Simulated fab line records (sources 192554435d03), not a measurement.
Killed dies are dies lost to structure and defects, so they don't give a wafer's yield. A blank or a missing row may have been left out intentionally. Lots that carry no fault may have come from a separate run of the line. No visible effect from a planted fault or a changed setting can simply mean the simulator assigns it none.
Problem report in the 8D (eight disciplines) form, filled by code | flow n5-finfet | the parts of the form that need people (team, actions taken, sign-off) are left out

## 1. THE PROBLEM
At N5_BEOL_M0_SAQP_COAT_105, spin-speed-rpm averages 1602.7 rpm over 6 wafers from 2 lots, while fault-free wafers read 1500.2 rpm, standard deviation 1.2. That puts it +85 standard deviations away from the usual mean.
The step: time 60 s, resist thk 100 nm.
First seen on wafer L385.1, day 7 07:53, on litho-track-05. The record holds 25 wafers of 10 lots with a number at this step. Rule for "out" (also "out of limits"): further than 4 standard deviations from the usual mean. The rest of the wafers with a number are treated as sound.

## 2. WHAT IT IS, AND WHAT IT ISN'T
question                    | is                     | is not
which readings at this step | spin-speed-rpm         | dispense-pressure-kPa, exhaust-pa
which lots                  | L385, L387             | L379, L380, L386, L395, L396, L399, L400, L401
which wafers of those lots  | all that have a number | -
read on which tools         | litho-track-05         | litho-track-01, litho-track-03
when                        | from day 7 07:53       | up to then (6 sound wafers); but 13 sound wafers of L386, L395, L396, L399, L400, L401 came after

## 3. THE SUSPECTS, EACH WITH WHAT RULES IT OUT
Counting: a tool stays on the suspect list if, at a process step up to the reading, it processed all lots that are out and no sound lot following the first of them.
- litho-track-05 at N5_BEOL_M0_SAQP_COAT_105 (time 60 s, resist thk 100 nm): ruled out as a lasting fault. After its first lot that is out, L385 (day 7 07:53), sound lots L401 ran on it.
Left after counting: nothing in the record.

## 4. THE CAUSE (what the simulator had put in)
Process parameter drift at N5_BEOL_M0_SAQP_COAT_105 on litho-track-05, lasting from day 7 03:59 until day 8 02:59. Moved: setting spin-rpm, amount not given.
Counting ruled it out, wrongly.

## 5. THE CHAIN OF EFFECTS, in route order
One row per reading whose mean, taken over the struck wafers that have a number, lies over 3 standard deviations from the usual. Readings are gone through only where the record gives a usual standard deviation; hours: the median, over the lots, of the time from a lot's start at the first step in this table giving one to that lot's start at this step; sigmas: the change measured in usual standard deviations.
hours | step                     | reading        | usual      | on struck wafers | change | sigmas
0     | N5_BEOL_M0_SAQP_COAT_105 | spin-speed-rpm | 1500.2 rpm | 1602.7           | +102.5 | +85
Its process steps:
- N5_BEOL_M0_SAQP_COAT_105: time 60 s, resist thk 100 nm.
At these later measuring or inspecting steps, every struck wafer for which the step has a row has a number for every such reading, and none has moved that far: N5_BEOL_M4_RC_MEAS_101.

## 6. WHAT WOULD HAVE CAUGHT IT SOONER
First out-of-limits reading in this record: day 7 07:53, which is 4 hours after fault onset at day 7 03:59.
